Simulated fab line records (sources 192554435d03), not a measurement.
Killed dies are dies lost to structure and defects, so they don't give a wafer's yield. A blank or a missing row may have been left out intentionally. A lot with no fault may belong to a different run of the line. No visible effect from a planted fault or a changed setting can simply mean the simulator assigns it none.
One fault seen from 3 desks ; flow n5_finfet ; every desk sees just its own numbers, and what lay behind them comes last

METROLOGY DESK
Means of the sampled wafers that have a number, per lot and without regard to the tool the lot ran on: this is what the gauges read. A lot is out of limits, marked OUT, if its mean lies more than 4 standard deviations from the usual mean; the brackets give that distance. Shown here are 7 of its 12 readings, the ones lying furthest out on some lot.
Columns: A = cd_nm at N5_BEOL_M4_CD_MEAS_28, usual 26.21 nm; B = V3_OVL at N5_BEOL_M4_OVL_MEAS_29, usual 0.0 nm; C = DIBL_P at N5_BEOL_M4_RC_MEAS_101, usual 35.4 mV/V; D = IOFF_N at N5_BEOL_M4_RC_MEAS_101, usual 0.152 nA/um; E = ION_N at N5_BEOL_M4_RC_MEAS_101, usual 672 uA/um; F = ION_P at N5_BEOL_M4_RC_MEAS_101, usual 461 uA/um; G = VT_P at N5_BEOL_M4_RC_MEAS_101, usual -251 mV
lot;first seen here;A;B;C;D;E;F;G
L163;day 7 16:23;26.31;0.4;35.1;0.144;671;464;-250
L166;day 8 16:03;26.31;-0.1;37.2;0.178;683;461;-254
L175;day 10 18:49;26.35;0.6;36.4;0.151;670;454;-252
L181;day 12 03:56;26.15;0.1;35.6;0.157;681;465;-250
L184;day 13 04:17;26.54;0.3;36.5;0.148;675;460;-253
This desk's verdict: no lot among the 5 shows anything out of limits.

FOR THE TOOL OWNER'S DESK: ald_sin-02
The tool's own readings at N5_BEOL_M4_ALD_98 (deposits SiO2, target thk 2.5 nm, pulse time 1 s, co reactant pulse time 1 s): means of the sampled wafers that have a number, for each lot that ran on this tool. A lot is out of limits, marked OUT, if its mean lies more than 4 standard deviations from the usual mean; the brackets give that distance.
Columns: A = heater_power_w at N5_BEOL_M4_ALD_98, usual 79 W; B = precursor_pulse_height_rel at N5_BEOL_M4_ALD_98, usual 0.999
lot;first seen here;A;B
L163;day 7 16:38;72;0.998
L166;day 8 16:25;76;1.007
L175;day 10 19:44;74;1.008
This desk's verdict: no lot among the 3 shows anything out of limits.

THE DEFECT DESK
What the inspections along the route counted, lot by lot: means of the sampled wafers that have a number. A lot is out of limits, marked OUT, if its mean lies more than 4 standard deviations from the usual mean; the brackets give that distance.
Columns: A = raw_defect_count at N5_BEOL_M4_INSPECT_30, usual 412
lot;first seen here;A
L163;day 7 16:28;291
L166;day 8 16:08;461
L175;day 10 18:54;379
L181;day 12 04:01;324
L184;day 13 04:23;364
This desk's verdict: no lot among the 5 shows anything out of limits.

BROUGHT TOGETHER
Metrology desk: nothing out of limits seen.
The desk of the tool owner found nothing out of limits.
No out-of-limits result turned up at the defect desk.

WHAT THE SIMULATOR HAD INSERTED
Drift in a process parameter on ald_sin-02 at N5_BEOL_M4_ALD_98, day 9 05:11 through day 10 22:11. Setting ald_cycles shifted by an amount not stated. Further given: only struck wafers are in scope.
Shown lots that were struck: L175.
